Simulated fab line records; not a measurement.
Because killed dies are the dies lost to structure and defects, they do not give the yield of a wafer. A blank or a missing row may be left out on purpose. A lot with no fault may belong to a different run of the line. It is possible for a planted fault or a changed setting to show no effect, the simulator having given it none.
The tool behind it: which one? :: flow n5 finfet :: 24 lots with 72 wafers sampled at 5 steps, on a route of 1938 steps

== WHAT THE GAUGES SHOWED, per wafer ==
N5_SD_EPI_N_INSPECT_11: inspects for defects (macro). Usual: raw defect count at 2.2, with a standard deviation of 1.5.
lot: L074
measured: day 2 23:45
on: defect inspect-01
raw defect count: 1 0 3
flag: 

lot: L075
measured: day 3 06:19
on: defect inspect-01
raw defect count: 2 5 3
flag: 

lot: L076
measured: day 3 14:25
on: defect inspect-02
raw defect count: 2 1 2
flag: 

lot: L077
measured: day 3 19:10
on: defect inspect-02
raw defect count: 1 5 1
flag: 

lot: L078
measured: day 4 02:03
on: defect inspect-02
raw defect count: 2 2 2
flag: 

lot: L079
measured: day 4 05:03
on: defect inspect-01
raw defect count: 0 5 0
flag: 

lot: L080
measured: day 4 12:07
on: defect inspect-02
raw defect count: 2 5 1
flag: 

lot: L081
measured: day 4 17:45
on: defect inspect-02
raw defect count: 4 1 3
flag: 

lot: L082
measured: day 5 05:53
on: defect inspect-01
raw defect count: 2 1 0
flag: 

lot: L083
measured: day 5 06:53
on: defect inspect-01
raw defect count: 0 2 0
flag: 

lot: L084
measured: day 5 12:59
on: defect inspect-02
raw defect count: 2 4 4
flag: 

lot: L085
measured: day 5 19:06
on: defect inspect-01
raw defect count: 2 1 5
flag: 

lot: L086
measured: day 6 03:41
on: defect inspect-01
raw defect count: 2 4 2
flag: 

lot: L087
measured: day 6 10:52
on: defect inspect-01
raw defect count: 1 1 1
flag: 

lot: L088
measured: day 6 13:13
on: defect inspect-01
raw defect count: 1 2 6
flag: 

lot: L089
measured: day 6 19:00
on: defect inspect-01
raw defect count: 2 0 3
flag: 

lot: L090
measured: day 7 01:09
on: defect inspect-01
raw defect count: 2 0 2
flag: 

lot: L091
measured: day 7 06:25
on: defect inspect-01
raw defect count: 2 1 3
flag: 

lot: L092
measured: day 7 13:16
on: defect inspect-01
raw defect count: 1 0 3
flag: 

lot: L093
measured: day 7 17:53
on: defect inspect-02
raw defect count: 2 1 3
flag: 

lot: L094
measured: day 8 00:23
on: defect inspect-01
raw defect count: 2 4 4
flag: 

lot: L095
measured: day 8 06:02
on: defect inspect-02
raw defect count: 3 3 5
flag: 

lot: L096
measured: day 8 13:16
on: defect inspect-02
raw defect count: 3 2 6
flag: 

lot: L097
measured: day 8 22:28
on: defect inspect-01
raw defect count: 0 2 2
flag: 

N5_SD_EPI_N_EPI_MEAS_23. Usual: thk nm at 58.5 nm, with a standard deviation of 1.1.
lot: L074
measured: day 3 03:11
on: film metro-02
thk nm (nm): 57.4 59.3 59.4
flag: 

lot: L075
measured: day 3 09:46
on: film metro-02
thk nm (nm): 57.0 57.1 57.6
flag: 

lot: L076
measured: day 3 17:50
on: film metro-02
thk nm (nm): 57.7 58.9 58.0
flag: 

lot: L077
measured: day 3 22:39
on: film metro-02
thk nm (nm): 57.9 59.4 58.7
flag: 

lot: L078
measured: day 4 05:29
on: film metro-02
thk nm (nm): 58.7 59.3 57.6
flag: 

lot: L079
measured: day 4 08:29
on: film metro-02
thk nm (nm): 58.9 56.7 59.3
flag: 

lot: L080
measured: day 4 15:35
on: film metro-01
thk nm (nm): 60.0 58.8 60.0
flag: 

lot: L081
measured: day 4 21:11
on: film metro-02
thk nm (nm): 57.7 58.2 60.6
flag: 

lot: L082
measured: day 5 09:19
on: film metro-01
thk nm (nm): 59.4 60.9 58.4
flag: 

lot: L083
measured: day 5 10:19
on: film metro-02
thk nm (nm): 59.9 60.1 57.7
flag: 

lot: L084
measured: day 5 16:35
on: film metro-01
thk nm (nm): 57.0 58.5 60.1
flag: 

lot: L085
measured: day 5 23:26
on: film metro-02
thk nm (nm): 57.7 58.8 59.6
flag: 

lot: L086
measured: day 6 07:16
on: film metro-01
thk nm (nm): 59.9 59.8 57.9
flag: 

lot: L087
measured: day 6 14:17
on: film metro-01
thk nm (nm): 57.6 58.9 58.2
flag: 

lot: L088
measured: day 6 16:38
on: film metro-02
thk nm (nm): 59.3 58.2 59.6
flag: 

lot: L089
measured: day 6 22:25
on: film metro-02
thk nm (nm): 56.6 58.7 60.0
flag: 

lot: L090
measured: day 7 04:34
on: film metro-01
thk nm (nm): 58.6 58.0 61.8
flag: 

lot: L091
measured: day 7 09:50
on: film metro-01
thk nm (nm): 59.2 58.5 60.1
flag: 

lot: L092
measured: day 7 16:56
on: film metro-02
thk nm (nm): 58.3 57.1 57.3
flag: 

lot: L093
measured: day 7 21:18
on: film metro-01
thk nm (nm): 58.4 56.9 56.3
flag: 

lot: L094
measured: day 8 04:01
on: film metro-01
thk nm (nm): 58.3 57.8 57.1
flag: 

lot: L095
measured: day 8 09:28
on: film metro-01
thk nm (nm): 56.7 59.0 58.5
flag: 

lot: L096
measured: day 8 16:48
on: film metro-02
thk nm (nm): 60.7 58.7 56.8
flag: 

lot: L097
measured: day 9 02:20
on: film metro-01
thk nm (nm): 58.2 60.3 58.5
flag: 

N5_SD_EPI_P_INSPECT_11: inspects for defects (macro). Usual: raw defect count at 2, with a standard deviation of 1.3.
lot: L074
measured: day 3 04:12
on: defect inspect-02
raw defect count: 1 2 1
flag: 

lot: L075
measured: day 3 10:39
on: defect inspect-01
raw defect count: 0 2 4
flag: 

lot: L076
measured: day 3 18:43
on: defect inspect-02
raw defect count: 4 3 2
flag: 

lot: L077
measured: day 3 23:32
on: defect inspect-01
raw defect count: 2 4 5
flag: 

lot: L078
measured: day 4 06:48
on: defect inspect-02
raw defect count: 0 3 0
flag: 

lot: L079
measured: day 4 10:23
on: defect inspect-02
raw defect count: 4 1 1
flag: 

lot: L080
measured: day 4 16:35
on: defect inspect-02
raw defect count: 3 2 2
flag: 

lot: L081
measured: day 4 23:13
on: defect inspect-02
raw defect count: 1 2 0
flag: 

lot: L082
measured: day 5 10:34
on: defect inspect-02
raw defect count: 2 0 2
flag: 

lot: L083
measured: day 5 11:17
on: defect inspect-02
raw defect count: 2 5 2
flag: 

lot: L084
measured: day 5 17:28
on: defect inspect-02
raw defect count: 3 1 1
flag: 

lot: L085
measured: day 6 00:27
on: defect inspect-01
raw defect count: 3 1 1
flag: 

lot: L086
measured: day 6 08:16
on: defect inspect-02
raw defect count: 1 0 1
flag: 

lot: L087
measured: day 6 15:19
on: defect inspect-02
raw defect count: 0 1 4
flag: 

lot: L088
measured: day 6 18:04
on: defect inspect-02
raw defect count: 1 4 3
flag: 

lot: L089
measured: day 6 23:26
on: defect inspect-01
raw defect count: 1 0 1
flag: 

lot: L090
measured: day 7 05:35
on: defect inspect-01
raw defect count: 2 3 1
flag: 

lot: L091
measured: day 7 10:50
on: defect inspect-01
raw defect count: 3 2 4
flag: 

lot: L092
measured: day 7 18:16
on: defect inspect-02
raw defect count: 2 3 0
flag: 

lot: L093
measured: day 7 22:31
on: defect inspect-01
raw defect count: 0 2 2
flag: 

lot: L094
measured: day 8 05:01
on: defect inspect-01
raw defect count: 2 2 3
flag: 

lot: L095
measured: day 8 10:34
on: defect inspect-01
raw defect count: 2 3 1
flag: 

lot: L096
measured: day 8 17:44
on: defect inspect-01
raw defect count: 4 2 2
flag: 

lot: L097
measured: day 9 03:26
on: defect inspect-01
raw defect count: 2 2 3
flag: 

N5_SD_EPI_P_EPI_MEAS_23. Usual: thk nm at 61.1 nm, with a standard deviation of 1.2.
lot: L074
measured: day 3 09:08
on: film metro-01
thk nm (nm): 61.8 60.6 59.7
flag: 

lot: L075
measured: day 3 14:15
on: film metro-01
thk nm (nm): 59.9 62.0 60.9
flag: 

lot: L076
measured: day 3 22:17
on: film metro-01
thk nm (nm): 60.9 62.3 61.0
flag: 

lot: L077
measured: day 4 03:10
on: film metro-01
thk nm (nm): 62.4 61.8 63.0
flag: 

lot: L078
measured: day 4 10:23
on: film metro-02
thk nm (nm): 61.5 60.3 61.4
flag: 

lot: L079
measured: day 4 14:00
on: film metro-02
thk nm (nm): 59.5 61.4 63.1
flag: 

lot: L080
measured: day 4 20:10
on: film metro-01
thk nm (nm): 62.8 62.5 60.7
flag: 

lot: L081
measured: day 5 02:47
on: film metro-01
thk nm (nm): 62.7 64.1 60.4
flag: 

lot: L082
measured: day 5 14:09
on: film metro-01
thk nm (nm): 59.8 61.2 62.2
flag: 

lot: L083
measured: day 5 14:53
on: film metro-02
thk nm (nm): 61.4 62.2 61.0
flag: 

lot: L084
measured: day 5 21:03
on: film metro-02
thk nm (nm): 59.6 60.9 62.5
flag: 

lot: L085
measured: day 6 04:01
on: film metro-02
thk nm (nm): 59.3 59.3 60.7
flag: 

lot: L086
measured: day 6 11:52
on: film metro-02
thk nm (nm): 61.9 59.8 61.2
flag: 

lot: L087
measured: day 6 18:58
on: film metro-01
thk nm (nm): 59.7 60.9 59.7
flag: 

lot: L088
measured: day 6 21:41
on: film metro-01
thk nm (nm): 61.4 57.8 58.5
flag: 

lot: L089
measured: day 7 03:00
on: film metro-01
thk nm (nm): 60.5 62.1 59.2
flag: 

lot: L090
measured: day 7 10:00
on: film metro-01
thk nm (nm): 61.8 61.3 60.9
flag: 

lot: L091
measured: day 7 16:11
on: film metro-01
thk nm (nm): 62.8 63.0 61.8
flag: 

lot: L092
measured: day 7 23:14
on: film metro-01
thk nm (nm): 60.6 61.0 62.3
flag: 

lot: L093
measured: day 8 02:05
on: film metro-01
thk nm (nm): 62.6 62.5 61.5
flag: 

lot: L094
measured: day 8 10:34
on: film metro-01
thk nm (nm): 61.9 63.0 60.1
flag: 

lot: L095
measured: day 8 14:08
on: film metro-01
thk nm (nm): 59.9 62.3 63.1
flag: 

lot: L096
measured: day 8 22:10
on: film metro-02
thk nm (nm): 58.8 60.7 61.9
flag: 

lot: L097
measured: day 9 07:11
on: film metro-02
thk nm (nm): 63.3 59.5 61.1
flag: 

== EACH LOT AND THE TOOL THAT RAN IT (in order: tool; ch and the chambers of the sampled wafers; start) ==
lot: L074
N5_SD_EPI_P_ETCH_36: rie diel-01 ch 0,1, day 3 04:47

lot: L075
N5_SD_EPI_P_ETCH_36: rie diel-06 ch 0,3, day 3 10:43

lot: L076
N5_SD_EPI_P_ETCH_36: rie diel-01 ch 0,2, day 3 18:47

lot: L077
N5_SD_EPI_P_ETCH_36: rie diel-01 ch 0,2,3, day 3 23:36

lot: L078
N5_SD_EPI_P_ETCH_36: rie diel-06 ch 0,1,2, day 4 06:52

lot: L079
N5_SD_EPI_P_ETCH_36: rie diel-02 ch 0,1,3, day 4 10:29

lot: L080
N5_SD_EPI_P_ETCH_36: rie diel-06 ch 0,2, day 4 16:40

lot: L081
N5_SD_EPI_P_ETCH_36: rie diel-02 ch 0,3, day 4 23:17

lot: L082
N5_SD_EPI_P_ETCH_36: rie diel-06 ch 1,2, day 5 10:38

lot: L083
N5_SD_EPI_P_ETCH_36: rie diel-02 ch 0,3, day 5 11:22

lot: L084
N5_SD_EPI_P_ETCH_36: rie diel-02 ch 1,2, day 5 17:32

lot: L085
N5_SD_EPI_P_ETCH_36: rie diel-06 ch 1,2, day 6 00:31

lot: L086
N5_SD_EPI_P_ETCH_36: rie diel-02 ch 0,1, day 6 08:20

lot: L087
N5_SD_EPI_P_ETCH_36: rie diel-01 ch 0,2, day 6 15:28

lot: L088
N5_SD_EPI_P_ETCH_36: rie diel-06 ch 0,1,3, day 6 18:11

lot: L089
N5_SD_EPI_P_ETCH_36: rie diel-02 ch 0,3, day 6 23:29

lot: L090
N5_SD_EPI_P_ETCH_36: rie diel-06 ch 0,3, day 7 06:29

lot: L091
N5_SD_EPI_P_ETCH_36: rie diel-06 ch 0,1, day 7 12:40

lot: L092
N5_SD_EPI_P_ETCH_36: rie diel-01 ch 2,3, day 7 18:53

lot: L093
N5_SD_EPI_P_ETCH_36: rie diel-06 ch 0,2,3, day 7 22:35

lot: L094
N5_SD_EPI_P_ETCH_36: rie diel-02 ch 1,3, day 8 05:05

lot: L095
N5_SD_EPI_P_ETCH_36: rie diel-02 ch 0,2,3, day 8 10:38

lot: L096
N5_SD_EPI_P_ETCH_36: rie diel-06 ch 1,2,3, day 8 17:49

lot: L097
N5_SD_EPI_P_ETCH_36: rie diel-02 ch 1,2, day 9 03:40
- N5_SD_EPI_P_ETCH_36: etches SiARC in CF4, target depth 45.5 nm, time 75.8 s.

== WHAT THE TOOLS THEMSELVES READ (means of the sampled wafers that have a number; where no wafer has one, the mark that the record gives instead) ==
N5_SD_EPI_P_ETCH_36. Usual: drypump motor current A 5.9 A, standard deviation 0.45; etch rf on time s 78.6 s, standard deviation 2; oes product au 0.66 a.u., standard deviation 0.083; rf vpp V 184.0 V, standard deviation 1.2; showerhead plenum p Torr 2.13 Torr, standard deviation 0.076; throttle valve pct 15.55 %, standard deviation 0.26.
lot: L074
tool: rie diel-01
drypump motor current A (A): 5.5
etch rf on time s (s): 76.2
oes product au (a.u.): 0.63
rf vpp V (V): 184.9
showerhead plenum p Torr (Torr): 2.22
throttle valve pct (%): 15.63
flag: 

lot: L075
tool: rie diel-06
drypump motor current A (A): 6.4
etch rf on time s (s): 81.1
oes product au (a.u.): 0.60
rf vpp V (V): 184.5
showerhead plenum p Torr (Torr): 2.18
throttle valve pct (%): 15.65
flag: 

lot: L076
tool: rie diel-01
drypump motor current A (A): 5.5
etch rf on time s (s): 75.8
oes product au (a.u.): 0.62
rf vpp V (V): 183.3
showerhead plenum p Torr (Torr): 2.10
throttle valve pct (%): 15.54
flag: 

lot: L077
tool: rie diel-01
drypump motor current A (A): 5.7
etch rf on time s (s): 77.8
oes product au (a.u.): 0.59
rf vpp V (V): 183.6
showerhead plenum p Torr (Torr): 2.09
throttle valve pct (%): 15.55
flag: 

lot: L078
tool: rie diel-06
drypump motor current A (A): 6.4
etch rf on time s (s): 78.8
oes product au (a.u.): 0.69
rf vpp V (V): 183.1
showerhead plenum p Torr (Torr): 2.12
throttle valve pct (%): 15.58
flag: 

lot: L079
tool: rie diel-02
drypump motor current A (A): 5.9
etch rf on time s (s): 77.1
oes product au (a.u.): 0.69
rf vpp V (V): 184.2
showerhead plenum p Torr (Torr): 2.17
throttle valve pct (%): 15.47
flag: 

lot: L080
tool: rie diel-06
drypump motor current A (A): 6.5
etch rf on time s (s): 79.6
oes product au (a.u.): 0.61
rf vpp V (V): 184.6
showerhead plenum p Torr (Torr): 2.15
throttle valve pct (%): 15.70
flag: 

lot: L081
tool: rie diel-02
drypump motor current A (A): 5.9
etch rf on time s (s): 78.2
oes product au (a.u.): 0.61
rf vpp V (V): 184.0
showerhead plenum p Torr (Torr): 2.15
throttle valve pct (%): 15.60
flag: 

lot: L082
tool: rie diel-06
drypump motor current A (A): 6.3
etch rf on time s (s): 78.2
oes product au (a.u.): 0.74
rf vpp V (V): 183.7
showerhead plenum p Torr (Torr): 2.09
throttle valve pct (%): 15.49
flag: 

lot: L083
tool: rie diel-02
drypump motor current A (A): 5.9
etch rf on time s (s): 77.5
oes product au (a.u.): 0.61
rf vpp V (V): 185.1
showerhead plenum p Torr (Torr): 2.15
throttle valve pct (%): 15.63
flag: 

lot: L084
tool: rie diel-02
drypump motor current A (A): 5.5
etch rf on time s (s): 78.0
oes product au (a.u.): 0.75
rf vpp V (V): 185.9
showerhead plenum p Torr (Torr): 2.24
throttle valve pct (%): 15.25
flag: 

lot: L085
tool: rie diel-06
drypump motor current A (A): 6.2
etch rf on time s (s): 78.7
oes product au (a.u.): 0.67
rf vpp V (V): 182.9
showerhead plenum p Torr (Torr): 2.07
throttle valve pct (%): 15.74
flag: 

lot: L086
tool: rie diel-02
drypump motor current A (A): 5.8
etch rf on time s (s): 79.1
oes product au (a.u.): 0.71
rf vpp V (V): 185.4
showerhead plenum p Torr (Torr): 2.25
throttle valve pct (%): 15.24
flag: 

lot: L087
tool: rie diel-01
drypump motor current A (A): 5.5
etch rf on time s (s): 75.9
oes product au (a.u.): 0.74
rf vpp V (V): 183.5
showerhead plenum p Torr (Torr): 2.14
throttle valve pct (%): 15.20
flag: 

lot: L088
tool: rie diel-06
drypump motor current A (A): 6.3
etch rf on time s (s): 79.2
oes product au (a.u.): 0.72
rf vpp V (V): 183.9
showerhead plenum p Torr (Torr): 2.14
throttle valve pct (%): 15.42
flag: 

lot: L089
tool: rie diel-02
drypump motor current A (A): 5.9
etch rf on time s (s): 79.2
oes product au (a.u.): 0.59
rf vpp V (V): 183.7
showerhead plenum p Torr (Torr): 2.15
throttle valve pct (%): 15.63
flag: 

lot: L090
tool: rie diel-06
drypump motor current A (A): 6.4
etch rf on time s (s): 80.1
oes product au (a.u.): 0.66
rf vpp V (V): 184.9
showerhead plenum p Torr (Torr): 2.17
throttle valve pct (%): 15.55
flag: 

lot: L091
tool: rie diel-06
drypump motor current A (A): 6.7
etch rf on time s (s): 80.4
oes product au (a.u.): 0.65
rf vpp V (V): 184.7
showerhead plenum p Torr (Torr): 2.17
throttle valve pct (%): 15.50
flag: 

lot: L092
tool: rie diel-01
drypump motor current A (A): 5.8
etch rf on time s (s): 79.2
oes product au (a.u.): 0.58
rf vpp V (V): 183.1
showerhead plenum p Torr (Torr): 2.04
throttle valve pct (%): 15.63
flag: 

lot: L093
tool: rie diel-06
drypump motor current A (A): 6.2
etch rf on time s (s): 79.4
oes product au (a.u.): 0.65
rf vpp V (V): 183.6
showerhead plenum p Torr (Torr): 2.11
throttle valve pct (%): 15.69
flag: 

lot: L094
tool: rie diel-02
drypump motor current A (A): 5.9
etch rf on time s (s): 77.4
oes product au (a.u.): 0.71
rf vpp V (V): 184.7
showerhead plenum p Torr (Torr): 2.19
throttle valve pct (%): 15.36
flag: 

lot: L095
tool: rie diel-02
drypump motor current A (A): 5.7
etch rf on time s (s): 79.3
oes product au (a.u.): 0.61
rf vpp V (V): 183.1
showerhead plenum p Torr (Torr): 2.13
throttle valve pct (%): 15.67
flag: 

lot: L096
tool: rie diel-06
drypump motor current A (A): 6.1
etch rf on time s (s): 78.9
oes product au (a.u.): 0.70
rf vpp V (V): 183.6
showerhead plenum p Torr (Torr): 2.08
throttle valve pct (%): 15.59
flag: 

lot: L097
tool: rie diel-02
drypump motor current A (A): 5.5
etch rf on time s (s): 78.9
oes product au (a.u.): 0.72
rf vpp V (V): 185.4
showerhead plenum p Torr (Torr): 2.23
throttle valve pct (%): 15.27
flag: 

== THE ANSWER, worked out from the rows above alone ==
Rule: a lot is off if the mean of its wafers that have a number lies more than 3 standard deviations from the usual mean. A lot without any number at a reading at which 4 lots or more have one is off too. The other lots that the step has rows for count as sound. First the gauges in route order, then the tools' own readings, where a lot's mean is used as printed above. The first step at which some lot is off is used, and at that step the reading that is off furthest; a lot without a number counts as furthest.
No lot is off on any of the readings shown, so nothing can be concluded from this.

== WHAT THE SIMULATOR HAD INSERTED ==
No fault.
